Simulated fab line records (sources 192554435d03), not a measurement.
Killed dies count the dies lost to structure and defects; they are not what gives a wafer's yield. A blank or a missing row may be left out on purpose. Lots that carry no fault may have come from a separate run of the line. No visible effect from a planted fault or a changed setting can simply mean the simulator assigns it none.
fab line records | flow n5Finfet
record: lots: 12 wafers: 33 lastDay: 17
route steps=1938 shown MOL_CONTACT_COAG@539 PASSIVATION@1936
lots untouched by any fault: they come from a run of this same line in which no faults occurred
startH: the number of hours between the record's first day and the start of the first shown wafer of the lot | waitH: hours from the lot's prior step to this one | " identical to the entry in the row above | L1.1+2: several wafers, shown together as one row | - either no value or no given start | * or withheld: withheld | < > ~ a bound
route shown NAME@n: names a module that has steps shown in the file, with the first one's number in the route | usual: mean/standard deviation of fault-free wafers | same: alike in all rows | chamber/n: place in a boat | sites: readings site by site | _std_site: their standard deviation | _edge_site: outer sites' mean less inner sites' | radiusMm: how far each site lies from the wafer's centre | mask NAME#n: copy n | behind: the last tool/chamber to shape the wafer | hold: reason for holding the lot/hours on hold/outcome of the hold | device: names the non-switching transistor (n, p or np) | end of line: at the end of the route, the tests of the same wafers | a step with no rows: only its recipe | killed: the dies lost at the first sort to structure and to defects; this is not the yield of the wafer | map: a wafer's dies, x killed, . not, _ none there
set.NAME: the setting that was run; set.NAME@STEP: the one run at that earlier step | model.NAME: the simulator's own value behind a step, which no gauge read
route steps across a sampled set of lots; one table per step, one row per wafer
services: from which hour (startH, from the record's first day; less than 0 if before it) a tool's chamber was out of use, for how many hours, and why
== steps ==
step: N5_MOL_CONTACT_COAG_STRIP_98
recipe: chemistry: N2/H2 powerW: 500 tempC: 40 pressureMtorr: 50 rfFrequencyHz: 6e+07 overashFraction: 0.3 biasPowerW: 8 h2Frac: 0.5 n2FlowSccm: 300 h2FlowSccm: 300
usual: drypumpMotorCurrentA: 5.8/0.45 h2FlowSccm: 299.9/0.97 oesProductAu: 0.82/0.091 rfVppV: 54.2/1.6 showerheadPlenumPTorr: 3.36/0.11 throttleValvePct: 18.9/0.4
same: overashFraction: 0.3
columns lot.wafer tool chamber startH waitH drypumpMotorCurrentA h2FlowSccm oesProductAu rfHoursCounterH rfVppV showerheadPlenumPTorr throttleValvePct
L703.2 rieDiel-03 0 87.48 0.0 5.5 299.4 0.69 220 55.2 3.19 19.1
L703.4 " 3 " " 5.6 300.5 0.86 - 56.4 3.55 19.1
L703.5 " 2 " " 5.9 300.5 0.95 - 56.7 3.29 18.6
L704.1 rieDiel-01 3 100.02 0.0 5.2 301.5 0.92 21 53.8 3.29 18.6
L704.3 " 2 " " 5.8 300.5 0.71 195 55.2 3.36 19.7
L704.6 " 2 " " 5.8 299.7 0.72 - 55.0 3.36 19.7
L706.2 rieDiel-03 1 108.57 0.0 6.7 300.3 0.99 4 54.9 3.29 18.6
L706.3 " 2 " " 5.9 299.1 0.93 12 51.5 3.29 18.6
L706.6 " 2 " " 5.9 299.3 0.92 - 53.2 3.29 18.7
L707.2 rieDiel-03 0 113.77 0.0 5.5 299.0 0.69 230 54.7 3.18 19.2
L707.3 " 2 " " 5.9 301.0 0.92 14 54.7 3.29 18.6
L707.5 " 2 " " 5.9 301.6 0.94 - 51.2 3.29 18.6
L709.2 rieDiel-05 1 122.96 0.0 5.5 301.3 0.75 175 57.2 3.34 19.2
L709.3 " 3 " " 5.6 300.3 0.74 169 56.2 3.35 19.1
L709.6 " 3 " " 5.6 301.3 0.73 - 54.3 3.35 19.0
L713.1 rieDiel-03 1 152.49 0.0 6.7 300.6 0.96 14 49.8 3.28 18.6
L713.3 " 0 " " 5.5 300.5 0.68 238 53.5 3.18 19.1
L714.2 rieDiel-03 2 157.31 0.0 5.9 299.5 0.91 25 55.2 3.28 18.7
L714.4 " 0 " " 5.5 299.2 0.68 240 54.8 3.18 19.2
L721.1 rieDiel-01 2 199.24 0.0 5.8 299.8 0.69 234 54.6 3.33 19.8
L721.2 " 1 " " 5.6 298.7 0.88 40 55.1 3.42 19.0
L721.6 " 2 " " 5.8 298.3 0.69 - 54.5 3.34 19.8
L723.1 rieDiel-05 3 213.43 0.0 5.6 300.0 0.71 203 53.2 3.33 19.1
L723.5 " 0 " " 5.6 299.2 0.80 - 56.6 3.52 18.3
L723.6 " 2 " " 6.2 299.1 0.69 - 52.8 3.47 19.3
L725.1 rieDiel-03 3 219.49 0.0 5.7 299.9 0.82 113 55.4 3.53 19.2
L725.5 " 2 " " 5.9 300.7 0.86 - 53.7 3.27 18.7
L724.2 rieDiel-01 1 220.99 0.0 5.6 298.9 0.89 47 57.3 3.41 19.0
L724.3 " 2 " " 5.8 300.4 0.69 242 54.1 3.33 19.8
L724.5 " 2 " " 5.8 299.3 0.69 - 55.5 3.33 19.8
L726.2 rieDiel-01 1 227.28 0.0 5.6 300.9 0.89 49 54.4 3.41 19.0
L726.3 " 0 " " 5.1 302.3 0.80 88 53.1 3.26 18.4
L726.6 " 2 " " 5.8 299.9 0.69 - 51.0 3.33 19.8
step: N5_MOL_CONTACT_COAG_CO_FILL_22
recipe: material: Co targetThkA: 200 tempC: 200 precursor: CCTBA/H2 pressureTorr: 30
usual: chamberPressureTorr: 29.99/0.064 heaterPowerW: 225/23
columns lot.wafer tool chamber startH waitH chamberPressureTorr heaterPowerW
L703.2 cvdCo-02 1 89.51 0.1 30.08 256
L703.4 " 1 " " 30.09 258
L703.5 " 0 " " 29.98 219
L704.1 cvdCo-01 0 101.72 0.1 30.01 229
L704.3 " 2 " " 29.89 192
L704.6 " 1 " " 30.06 226
L706.2 cvdCo-02 0 111.01 0.1 30.15 225
L706.3 " 1 " " 30.04 258
L706.6 " 2 " " 30.02 265
L707.2 cvdCo-01 0 116.04 0.1 29.91 226
L707.3 " 2 " " 29.95 188
L707.5 " 2 " " 30.00 185
L709.2 cvdCo-02 2 126.35 0.1 29.97 265
L709.3 " 2 " " 29.93 260
L709.6 " 2 " " 29.85 267
L713.1 cvdCo-01 1 155.64 0.1 30.09 229
L713.3 " 0 " " 29.91 237
L714.2 cvdCo-02 0 161.71 0.1 30.03 222
L714.4 " 0 " " 30.01 232
L721.1 cvdCo-01 1 203.03 0.1 29.97 227
L721.2 " 2 " " 30.05 191
L721.6 " 2 " " 29.95 187
L723.1 cvdCo-01 2 215.99 0.1 30.04 184
L723.5 " 1 " " 29.99 229
L723.6 " 2 " " 29.98 194
L725.1 cvdCo-02 1 221.81 0.1 30.06 243
L725.5 " 2 " " 30.03 258
L724.2 cvdCo-01 0 224.89 0.1 29.97 233
L724.3 " 2 " " 29.94 191
L724.5 " 1 " " 30.09 229
L726.2 cvdCo-01 2 229.60 0.1 30.02 190
L726.3 " 1 " " 30.10 229
L726.6 " 1 " " 29.97 231
step: N5_MOL_CONTACT_COAG_PRE_CLEAN_142
recipe: gas: H2/He timeS: 60 tempC: 300
usual: heaterPowerW: 494/40
columns lot.wafer tool chamber startH waitH heaterPowerW
L703.2 pvdSputter-02 - 91.94 1.4 509
L703.4 " - " " 511
L703.5 " - " " 517
L704.1 pvdSputter-01 - 104.62 2.1 548
L704.3 " - " " 470
L704.6 " - " " 465
L706.2 pvdSputter-01 - 112.79 0.9 467
L706.3 " - " " 471
L706.6 " - " " 383
L707.2 pvdSputter-03 - 119.24 2.3 472
L707.3 " - " " 431
L707.5 " - " " 453
L709.2 pvdSputter-01 - 128.24 0.7 397
L709.3 " - " " 453
L709.6 " - " " 390
L713.1 pvdSputter-03 - 158.60 2.1 462
L713.3 " - " " 528
L714.2 pvdSputter-01 - 164.28 1.7 465
L714.4 " - " " 532
L721.1 pvdSputter-02 - 205.49 1.7 521
L721.2 " - " " 528
L721.6 " - " " 516
L723.1 pvdSputter-02 - 218.16 1.4 514
L723.5 " - " " 517
L723.6 " - " " 480
L725.1 pvdSputter-02 - 224.45 1.9 515
L725.5 " - " " 526
L724.2 pvdSputter-02 - 226.47 0.7 514
L724.3 " - " " 527
L724.5 " - " " 524
L726.2 pvdSputter-03 - 231.73 1.2 432
L726.3 " - " " 475
L726.6 " - " " 522
step: N5_MOL_CONTACT_COAG_ETCH_90
recipe: chemistry: CF4 target: SiARC targetDepthA: 130 maskMaterial: CAR-EUV timeS: 21.7 ionEnergyEv: 80 pressureMtorr: 40 sourceW: 545 biasW: 36 Ar_flow_sccm: 100 cf4FlowSccm: 100 ends: cleared
usual: drypumpMotorCurrentA: 5.6/0.38 etchRfOnTimeS: 21.6/0.55 oesProductAu: 0.68/0.068 rfVppV: 184.1/1.1 showerheadPlenumPTorr: 2.14/0.053 throttleValvePct: 15.6/0.32
columns lot.wafer tool chamber startH waitH drypumpMotorCurrentA etchRfOnTimeS oesProductAu rfHoursCounterH rfVppV showerheadPlenumPTorr throttleValvePct
L703.2 rieDiel-05 1 97.93 0.0 5.5 21.7 0.65 167 185.3 2.15 16.1
L703.4 " 0 " " 5.6 22.1 0.73 42 187.1 2.25 15.1
L703.5 " 0 " " 5.5 22.2 0.71 - 186.5 2.25 15.1
L704.1 rieDiel-05 1 108.99 0.0 5.5 21.9 0.65 171 184.1 2.15 16.1
L704.3 " 0 " " 5.5 22.3 0.72 45 185.2 2.24 15.1
L704.6 " 1 " " 5.5 21.6 0.65 - 183.9 2.15 16.1
L706.2 rieDiel-05 3 116.81 0.0 5.6 21.6 0.64 167 183.3 2.14 15.7
L706.3 " 1 " " 5.5 21.8 0.64 173 183.7 2.15 16.1
L706.6 " 0 " " 5.5 22.5 0.71 - 185.5 2.24 15.1
L707.2 rieDiel-01 1 123.56 0.0 5.6 20.5 0.83 11 185.7 2.18 15.1
L707.3 " 0 " " 5.1 21.1 0.73 49 184.8 2.10 15.3
L707.5 " 3 " " 5.2 21.8 0.74 - 183.6 2.09 15.5
L709.2 rieDiel-01 1 132.48 0.0 5.6 20.5 0.82 15 185.8 2.18 15.1
L709.3 " 3 " " 5.2 21.6 0.75 35 183.3 2.09 15.5
L709.6 " 1 " " 5.6 20.7 0.81 - 184.6 2.18 15.2
L713.1 rieDiel-01 1 162.58 0.0 5.5 13.2 1.04 28 185.5 2.18 15.2
L713.3 " 3 " " 5.2 21.4 0.74 44 183.3 2.08 15.5
L714.2 rieDiel-01 2 168.33 0.0 5.8 13.9 0.78 224 183.2 2.11 16.0
L714.4 " 0 " " 5.0 21.0 0.72 68 184.0 2.09 15.3
L721.1 rieDiel-05 0 209.54 0.0 5.5 22.2 0.68 76 185.8 2.23 15.2
L721.2 " 2 " " 6.2 22.7 0.57 236 183.6 2.18 15.8
L721.6 " 0 " " 5.5 22.2 0.68 - 186.7 2.23 15.2
L723.1 rieDiel-03 1 222.16 0.0 6.7 21.0 0.76 43 182.1 2.09 15.5
L723.5 " 1 " " 6.7 21.3 0.75 - 184.9 2.09 15.5
L723.6 " 2 " " 5.9 21.3 0.72 - 184.2 2.09 15.5
L725.1 rieDiel-01 3 228.63 0.0 5.2 21.4 0.70 69 183.1 2.08 15.6
L725.5 " 0 " " 5.1 21.3 0.70 - 183.5 2.09 15.4
L724.2 rieDiel-01 1 230.81 0.0 5.6 20.6 0.75 50 183.8 2.17 15.2
L724.3 " 2 " " 5.8 21.8 0.58 246 183.2 2.10 16.1
L724.5 " 0 " " 5.1 21.3 0.69 - 181.4 2.09 15.4
L726.2 rieDiel-05 3 235.81 0.0 5.6 21.5 0.61 211 183.8 2.13 15.8
L726.3 " 1 " " 5.5 21.6 0.62 216 183.0 2.13 16.2
L726.6 " 1 " " 5.5 21.5 0.62 - 183.3 2.13 16.2
step: N5_PASSIVATION_PROBE_49
usual: killed_at_M0_to_M3: 32/9.7 killed_at_M4_up: 14/5.3 killedAtContacts: 11/6 killedAtFrontEnd: 39/14 killedAtOther: 3.3/2.7 killedDies: 100/17 killedOpen: 66/13 killedShort: 32/7.4
same: grossDies: 1180 killedAtBackSide: 0
columns lot.wafer tool chamber startH waitH killed_at_M0_to_M3 killed_at_M4_up killedAtContacts killedAtFrontEnd killedAtOther killedDies killedOpen killedShort
L713.1 prober-01 - 328.69 0.0 37 12 12 62 1 124 81 40
L713.3 prober-01 - 328.79 0.1 16 11 9 52 1 89 61 26
L714.2 prober-01 - 341.56 0.1 40 17 18 38 2 115 83 29
L714.4 prober-01 - 341.66 0.2 31 8 12 30 2 83 57 24
killed by level:class
L713.1 FIN_SAQP:geometricParticle:open=14 STI_FIN_REVEAL:geometricParticle:open=13 MOL_CONTACT_COAG:geometricParticle:open=12 FIN_SAQP:geometricParticle:short=11 BEOL_M0_SAQP:geometricParticle:open=10 BEOL_M0_SAQP:geometricParticle:short=10 DUMMY_GATE:geometricParticle:open=7 BEOL_M2:geometricParticle:open=7
L713.3 STI_FIN_REVEAL:geometricParticle:open=16 FIN_SAQP:geometricParticle:short=11 FIN_SAQP:geometricParticle:open=11 MOL_CONTACT_COAG:geometricParticle:open=8 BEOL_M4:geometricParticle:open=5 BEOL_M0_SAQP:geometricParticle:short=4 BEOL_M2:geometricParticle:open=4 DUMMY_GATE:geometricParticle:open=3
L714.2 BEOL_M2:geometricParticle:open=15 MOL_CONTACT_COAG:geometricParticle:open=13 FIN_SAQP:geometricParticle:open=9 BEOL_M4:geometricParticle:open=9 STI_FIN_REVEAL:geometricParticle:open=8 BEOL_M0_SAQP:geometricParticle:open=6 BEOL_M1:geometricParticle:open=6 MOL_CONTACT_COAG:geometricParticle:short=5
L714.4 MOL_CONTACT_COAG:geometricParticle:open=11 BEOL_M3:geometricParticle:open=9 STI_FIN_REVEAL:geometricParticle:open=6 FIN_SAQP:geometricParticle:short=5 BEOL_M0_SAQP:geometricParticle:short=5 BEOL_M0:geometricParticle:open=4 FIN_SAQP:geometricParticle:open=3 GATE_CUT:geometricParticle:short=3
== services ==
columns tool chamber startH hours kind
rieDiel-05 0 77.23 7.1 repair
rieDiel-03 1 79.92 - clean
rieDiel-03 1 79.92 - consumableReplace:focusRing
rieDiel-03 1 79.92 18.9 scheduledDown
rieDiel-03 1 79.92 18.9 ventCycle
rieDiel-01 1 94.09 2.9 repair
cvdCo-02 1 114.67 - clean
cvdCo-02 1 114.67 22.0 scheduledDown
cvdCo-02 1 114.67 22.0 ventCycle
rieDiel-05 0 122.16 10.0 repair
cvdCo-01 - 123.87 5.0 repair
rieDiel-03 - 128.90 15.6 pm
cvdCo-02 - 128.90 6.0 pm
pvdSputter-03 - 139.16 3.7 repair
rieDiel-03 0 168.28 7.7 repair
rieDiel-01 - 178.16 0.7 repair
rieDiel-03 0 190.42 - clean
rieDiel-03 0 190.42 - consumableReplace:esc
rieDiel-03 0 190.42 - consumableReplace:focusRing
rieDiel-03 0 190.42 - consumableReplace:showerhead
rieDiel-03 0 190.42 35.4 scheduledDown
rieDiel-03 0 190.42 35.4 ventCycle
rieDiel-05 1 213.01 3.8 repair
== key ==
firstSign: step: N5_MOL_CONTACT_COAG_ETCH_90 reading: etchRfOnTimeS direction: down sigmas: 15 usual: * struck: *
effect: step: N5_MOL_CONTACT_COAG_ETCH_90 reading: oesProductAu direction: up sigmas: 3.4 usual: 0.68 struck: 0.91
metAt N5_MOL_CONTACT_COAG_ETCH_90
struckLots L713,L714
struckWafers L713.1,L714.2
testerLeftOut L713,L714
notActingAt N5_MOL_CONTACT_COAG_STRIP_98,N5_MOL_CONTACT_COAG_CO_FILL_22,N5_MOL_CONTACT_COAG_PRE_CLEAN_142
onsetBetween 132.48 162.58
fault: kind: processParameterDrift tool: rieDiel-01 chamber: - onsetH: 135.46 steps: N5_MOL_CONTACT_COAG_ETCH_90 channel: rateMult offset: 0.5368 shape: step endH: 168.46 scope: struckWafersOnly
testerLeftOut: of these lots the tester's yield and bins aren't shown, on N5 and GAA mostly nor the transistor test; their killed dies are dies lost to structure and defects alone, not to doping, threshold or leakage, so they don't give the yield
